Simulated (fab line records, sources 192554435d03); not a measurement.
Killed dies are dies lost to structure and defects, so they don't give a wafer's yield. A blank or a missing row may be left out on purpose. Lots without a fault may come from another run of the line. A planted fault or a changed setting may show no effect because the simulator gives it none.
Chamber matching | flow n5_finfet | N5_SD_EPI_P_SD_RECESS_17 on rie_si-05: 4 sister chambers
The step chemistry HBr/Cl2/O2, target depth 39.1 nm, bt time 3 s. 16 wafers are shown with their chamber, then 8 later ones without.

WAFERS WITH THEIR CHAMBER
wafer  | chamber | throttle_valve_pct (%) | oes_product_au (a.u.) | HBr_flow_sccm (sccm)
L074.1 | 0       | 36.73                  | 0.999                 | 150.5
L074.2 | 3       | 36.62                  | 0.986                 | 149.7
L074.3 | 1       | 36.57                  | 1.001                 | 150.0
L077.1 | 2       | 36.60                  | 0.991                 | 150.7
L077.5 | 3       | 36.61                  | 0.988                 | 150.0
L077.6 | 2       | 36.59                  | 0.994                 | 151.0
L080.1 | 3       | 36.62                  | 0.983                 | 150.2
L080.3 | 0       | 36.71                  | 0.999                 | 149.4
L080.5 | 3       | 36.59                  | 0.981                 | 150.1
L082.1 | 1       | 36.59                  | 0.993                 | 150.2
L082.4 | 2       | 36.62                  | 1.000                 | 149.5
L082.5 | 2       | 36.58                  | 1.001                 | 150.0
L087.3 | 2       | 36.60                  | 0.993                 | 149.4
L087.4 | 3       | 36.61                  | 0.996                 | 149.7
L087.6 | 0       | 36.72                  | 1.011                 | 150.2
L092.1 | 2       | 36.60                  | 0.985                 | 149.6

SIGNATURES (means of the wafers above)
reading            | chamber 0 | chamber 1 | chamber 2 | chamber 3 | scatter within a chamber
throttle_valve_pct | 36.7200   | 36.5800   | 36.5983   | 36.6100   | 0.0125
oes_product_au     | 1.00300   | 0.99700   | 0.99400   | 0.98680   | 0.00605
HBr_flow_sccm      | 150.033   | 150.100   | 150.033   | 149.940   | 0.511
Rule: a wafer's distance from a chamber is the root of the sum, over the readings, of the square of ((its reading less the chamber's mean) divided by the reading's scatter). The wafer belongs to the nearest chamber; if the next one is less than 2 further off, it can't be placed. The scatter: the root of (the sum of the squares of (reading less its chamber's mean) over the shown wafers, divided by (wafers less chambers)).

WAFERS WITHOUT THEIR CHAMBER
wafer  | throttle_valve_pct (%) | oes_product_au (a.u.) | HBr_flow_sccm (sccm)
L092.2 | 36.60                  | 0.988                 | 149.5
L092.3 | 36.56                  | 1.000                 | 150.4
L094.1 | 36.60                  | 0.991                 | 150.1
L094.4 | 36.61                  | 0.993                 | 150.2
L094.6 | 36.59                  | 0.991                 | 150.4
L096.1 | 36.59                  | 0.996                 | 149.6
L096.2 | 36.55                  | 0.997                 | 150.9
L096.5 | 36.93                  | 0.999                 | 150.1

WHICH CHAMBER EACH WENT THROUGH
wafer  | from the rows above          | in truth
L092.2 | can't be placed: 3 or 2 or 1 | 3
L092.3 | can't be placed: 1 or 2      | 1
L094.1 | can't be placed: 2 or 3 or 1 | 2
L094.4 | can't be placed: 2 or 3 or 1 | 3
L094.6 | can't be placed: 2 or 1 or 3 | 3
L096.1 | can't be placed: 2 or 1 or 3 | 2
L096.2 | can't be placed: 1 or 2      | 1
L096.5 | 0                            | 0
Placed correctly: 1 of 8. Can't be placed from these rows: 7 (the true chamber is among the candidates in 7). Placed wrongly: 0.
